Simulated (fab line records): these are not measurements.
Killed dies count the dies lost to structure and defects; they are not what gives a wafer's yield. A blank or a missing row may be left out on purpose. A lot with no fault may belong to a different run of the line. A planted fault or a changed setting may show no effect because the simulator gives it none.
Chamber matching ; flow n5 finfet ; ald metal-01 running N5_HKMG_FIN_NWFM_ALD_20: 4 sister chambers
The step deposits TiAlC, target thk 2 nm, pulse time 3 s, purge time 2 s. 4 wafers are shown with their chamber, then 7 later ones without.

## WAFERS WITH THEIR CHAMBER
wafer;chamber;heater power w (W)
L130.5;0;357
L131.2;2;462
L133.1;3;545
L133.4;1;383

## WAFERS WITHOUT THEIR CHAMBER
wafer;heater power w (W)
L133.5;553
L134.2;378
L134.4;365
L134.6;557
L136.2;367
L136.4;549
L136.5;547

## WHICH CHAMBER EACH ONE RAN IN
wafer;from the rows above;in truth
L133.5;3;3
L134.2;1;1
L134.4;can't be placed: 0 or 1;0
L134.6;3;3
L136.2;can't be placed: 0 or 1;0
L136.4;3;3
L136.5;3;3
Correctly placed: 5 of 7. These rows do not allow placing 2 (true chamber among the candidates in 2). Number placed wrongly: 0.
How it was worked out, from the rows above alone: a wafer's distance from a chamber is the root of the sum, over the readings, of the square of ((its reading less the chamber's mean) divided by the reading's scatter). If the next closest chamber is less than 2 further off than the closest, the wafer can't be placed; otherwise it belongs to the closest. Each chamber's mean is taken over the wafers shown for it. The scatter (one wafer shown for each chamber): square how far every hidden wafer sits from the nearest shown wafer, average those squares and take the square root.
